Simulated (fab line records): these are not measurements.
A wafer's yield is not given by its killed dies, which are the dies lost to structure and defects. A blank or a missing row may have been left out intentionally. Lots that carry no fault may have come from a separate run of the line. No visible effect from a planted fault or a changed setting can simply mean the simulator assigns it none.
Which tool was responsible?	flow nand harc	37 wafers from 13 lots sampled at 5 of the route's 1159 steps

## WHAT EACH GAUGE READ, for each wafer
NHARC_END_SORT_01. Usual: killed at array 28, standard deviation 11; killed at other 0.7, standard deviation 1.1; killed at periphery 2.9, standard deviation 2; killed dies 32, standard deviation 11; killed open 3.2, standard deviation 1.8; killed short 2.0, standard deviation 1.4.
lot	measured	on	killed at array	killed at other	killed at periphery	killed dies	killed open	killed short	flag
L722	day 20 11:31	prober-02	26 25 31	0 0 0	3 1 3	29 26 34	3 2 5	0 2 3	
L725	day 21 21:52	prober-01	49 49 40	1 0 1	2 1 3	52 50 44	1 5 3	2 1 2	
L733	day 23 08:25	prober-01	23	0	3	26	1	4	
L732	day 23 06:01	prober-02	31 29	0 2	3 3	34 34	2 3	4 2	

## EACH LOT AND THE TOOL THAT RAN IT (in order: tool; ch and the chambers of the sampled wafers; start)
lot	NHARC_P_BONDPAD_ETCH_37	NHARC_P_BONDPAD_PVD_17	NHARC_P_BONDPAD_ACTIVATE_29	NHARC_A_ZERO_WELL_SOFTBAKE_05
L718	rie diel-12 ch 1,3, day 6 21:04	pvd sputter-01, day 6 23:49 or earlier	rie diel-12 ch 0,3, day 6 23:49	litho track-07 ch 0, day 7 00:00
L717	rie diel-06 ch 0,2,3, day 6 21:38	pvd sputter-02, day 7 00:13 or earlier	rie diel-12 ch 1,3, day 7 00:13	litho track-05 ch 0, day 7 01:00
L721	rie diel-12 ch 1,3, day 7 06:34	pvd sputter-02, day 7 09:10 or earlier	rie diel-12 ch 1,3, day 7 09:10	litho track-07 ch 0, day 7 09:00
L722	rie diel-12 ch 1,2, day 7 22:01	pvd sputter-03, day 8 00:43 or earlier	rie diel-12 ch 0,1,2, day 8 00:43	litho track-05 ch 0, day 8 01:00
L724	rie diel-12 ch 0,1,2, day 8 12:12	pvd sputter-01, day 8 15:14 or earlier	rie diel-12 ch 0,2, day 8 15:14	litho track-07 ch 0, day 8 16:00
L725	rie diel-12 ch 1,2, day 8 16:22	pvd sputter-03, day 8 19:02 or earlier	rie diel-06 ch 1,3, day 8 19:02	litho track-05 ch 0, day 8 19:00
L726	rie diel-12 ch 0,2, day 8 17:34	pvd sputter-03, day 8 20:07 or earlier	rie diel-12 ch 1,2, day 8 20:07	litho track-05 ch 0, day 8 20:00
L729	rie diel-06 ch 0,2,3, day 9 11:41	pvd sputter-01, day 9 14:44 or earlier	rie diel-05 ch 0,1,3, day 9 14:44	litho track-07 ch 0, day 9 15:00
L733	rie diel-05 ch 0,3, day 10 11:53	pvd sputter-01, day 10 14:33 or earlier	rie diel-06 ch 0,3, day 10 14:33	litho track-07 ch 0, day 10 15:00
L732	rie diel-12 ch 2,3, day 10 12:47	pvd sputter-02, day 10 15:23 or earlier	rie diel-06 ch 0,2, day 10 15:23	litho track-07 ch 0, day 10 16:00
L739	rie diel-12 ch 2,3, day 12 00:24	pvd sputter-01, day 12 02:55 or earlier	rie diel-12 ch 0,1, day 12 02:55	litho track-05 ch 0, day 12 03:00
L737	rie diel-05 ch 0,1,3, day 12 01:04	pvd sputter-01, day 12 03:37 or earlier	rie diel-12 ch 1,3, day 12 03:37	litho track-07 ch 0, day 12 04:00
L738	rie diel-12 ch 1,2, day 12 06:34	pvd sputter-01, day 12 09:08 or earlier	rie diel-12 ch 2,3, day 12 09:08	litho track-05 ch 0, day 12 09:00
- NHARC_P_BONDPAD_ETCH_37: etches the open film in N2/H2, target depth 60 nm, overetch 18 nm, time 65.91 s.
- NHARC_P_BONDPAD_PVD_17: deposits TaN, target thk 5 nm, time 8.06 s.
- NHARC_P_BONDPAD_ACTIVATE_29: chemistry N2, time 60 s.
- NHARC_A_ZERO_WELL_SOFTBAKE_05: time 70 s.

## WHAT THE TOOLS THEMSELVES READ (means of the sampled wafers that have a number; where no wafer has one, the mark that the record gives instead)
NHARC_P_BONDPAD_ETCH_37. Usual: bias w 150.0 W, standard deviation 0.43; drypump motor current A 5.6 A, standard deviation 0.4; oes product au 0.996 a.u., standard deviation 0.0091; rf vpp V 429.2 V, standard deviation 2.7; showerhead plenum p Torr 1.99 Torr, standard deviation 0.098; throttle valve pct 14.172 %, standard deviation 0.0091.
lot	tool	bias w (W)	drypump motor current A (A)	oes product au (a.u.)	rf vpp V (V)	showerhead plenum p Torr (Torr)	throttle valve pct (%)	flag
L718	rie diel-12	150.2	5.1	0.993	429.1	1.96	14.170	
L717	rie diel-06	150.8	5.7	1.005	429.0	1.99	14.160	
L721	rie diel-12	149.9	5.1	0.988	428.1	1.97	14.168	
L722	rie diel-12	149.4	5.8	0.997	431.8	2.10	14.169	
L724	rie diel-12	149.8	5.7	1.002	429.5	2.01	14.172	
L725	rie diel-12	150.2	5.8	0.990	433.0	2.10	14.174	
L726	rie diel-12	150.1	6.0	0.997	430.6	2.08	14.170	
L729	rie diel-06	150.0	5.7	1.002	429.3	1.99	14.176	
L733	rie diel-05	150.1	5.8	0.997	431.7	2.06	14.167	
L732	rie diel-12	150.4	5.5	0.996	430.9	2.06	14.171	
L739	rie diel-12	149.9	5.4	1.000	430.2	2.03	14.173	
L737	rie diel-05	150.0	5.7	0.997	430.0	2.02	14.174	
L738	rie diel-12	149.6	5.9	0.995	432.0	2.10	14.169	

NHARC_P_BONDPAD_PVD_17. Usual: bias v 168.5 V, standard deviation 1.5; chamber pressure pa 0.11999 Pa, standard deviation 0.00025; throttle valve pct 30.3 %, standard deviation 0.89.
lot	tool	bias v (V)	chamber pressure pa (Pa)	throttle valve pct (%)	flag
L718	pvd sputter-01	168.2	0.11985	30.4	
L717	pvd sputter-02	169.1	0.11981	29.9	
L721	pvd sputter-02	170.3	0.11995	29.5	
L722	pvd sputter-03	169.2	0.11970	30.1	
L724	pvd sputter-01	167.2	0.12004	30.7	
L725	pvd sputter-03	169.0	0.12016	30.1	
L726	pvd sputter-03	168.0	0.12018	30.2	
L729	pvd sputter-01	168.0	0.11984	30.1	
L733	pvd sputter-01	168.4	0.12018	30.5	
L732	pvd sputter-02	167.3	0.11990	29.9	
L739	pvd sputter-01	167.4	0.12003	30.8	
L737	pvd sputter-01	168.4	0.12014	30.4	
L738	pvd sputter-01	168.8	0.12003	30.7	

NHARC_P_BONDPAD_ACTIVATE_29. Usual: drypump motor current A 5.6 A, standard deviation 0.37; oes product au 0.998 a.u., standard deviation 0.01; rf vpp V 63.9 V, standard deviation 0.85; showerhead plenum p Torr 1.72 Torr, standard deviation 0.083.
lot	tool	drypump motor current A (A)	oes product au (a.u.)	rf vpp V (V)	showerhead plenum p Torr (Torr)	flag
L718	rie diel-12	5.5	0.987	63.9	1.67	
L717	rie diel-12	5.1	0.992	63.4	1.71	
L721	rie diel-12	5.1	0.998	64.3	1.70	
L722	rie diel-12	5.7	0.996	63.5	1.75	
L724	rie diel-12	6.0	0.996	64.0	1.80	
L725	rie diel-06	6.0	1.017	64.1	1.73	
L726	rie diel-12	5.5	0.998	64.2	1.76	
L729	rie diel-05	5.7	0.996	62.8	1.76	
L733	rie diel-06	5.7	1.006	65.8	1.74	
L732	rie diel-06	5.7	1.006	63.2	1.66	
L739	rie diel-12	5.5	1.005	63.8	1.67	
L737	rie diel-12	5.1	0.996	63.1	1.70	
L738	rie diel-12	5.8	0.992	64.3	1.81	

NHARC_A_ZERO_WELL_SOFTBAKE_05. Usual: heater power total W at 201.1 W, with a standard deviation of 1.3.
lot	tool	heater power total W (W)	flag
L718	litho track-07	202.2	
L717	litho track-05	201.5	
L721	litho track-07	201.3	
L722	litho track-05	201.5	
L724	litho track-07	200.5	
L725	litho track-05	200.5	
L726	litho track-05	201.4	
L729	litho track-07	201.9	
L733	litho track-07	234.2	OFF
L732	litho track-07	217.4	OFF
L739	litho track-05	200.7	
L737	litho track-07	211.8	OFF
L738	litho track-05	202.0	

## THE ANSWER, worked out from the rows above alone
Rule: a lot is off if the mean of its wafers that have a number lies more than 3 standard deviations from the usual mean. A lot without any number at a reading at which 4 lots or more have one is off too. The other lots that the step has rows for count as sound. The gauges are gone through in route order, then the tools' own readings, and for those a lot's mean is taken as printed above. The first step at which some lot is off is used, and at that step the reading that is off furthest; a lot without a number counts as furthest.
Off at NHARC_A_ZERO_WELL_SOFTBAKE_05 (heater power total W): L733, L732, L737.
A tool fits if, at that step or a process step before it, it ran every lot that is off, and no sound lot after the first of them. Because NHARC_P_BONDPAD_PVD_17 lacks a start for some lots, the hours and order of its lots are taken from NHARC_P_BONDPAD_ACTIVATE_29. One fits: litho track-07 at NHARC_A_ZERO_WELL_SOFTBAKE_05. Its last sound lot is L729 (day 9 15:00), its first lot that is off L733 (day 10 15:00): a fault that began between those two fits.
On the lots that are off, the tool's own readings at NHARC_A_ZERO_WELL_SOFTBAKE_05 differ by more than 5 times the standard deviation of the sound lots' means, which bears it out; heater power total W reads 221.1 W there versus 201.3 W on the sound lots.

## WHAT THE SIMULATOR HAD INSERTED
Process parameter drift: litho track-07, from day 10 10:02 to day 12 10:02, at NHARC_A_ZERO_WELL_SOFTBAKE_05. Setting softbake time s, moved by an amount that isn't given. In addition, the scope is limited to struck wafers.
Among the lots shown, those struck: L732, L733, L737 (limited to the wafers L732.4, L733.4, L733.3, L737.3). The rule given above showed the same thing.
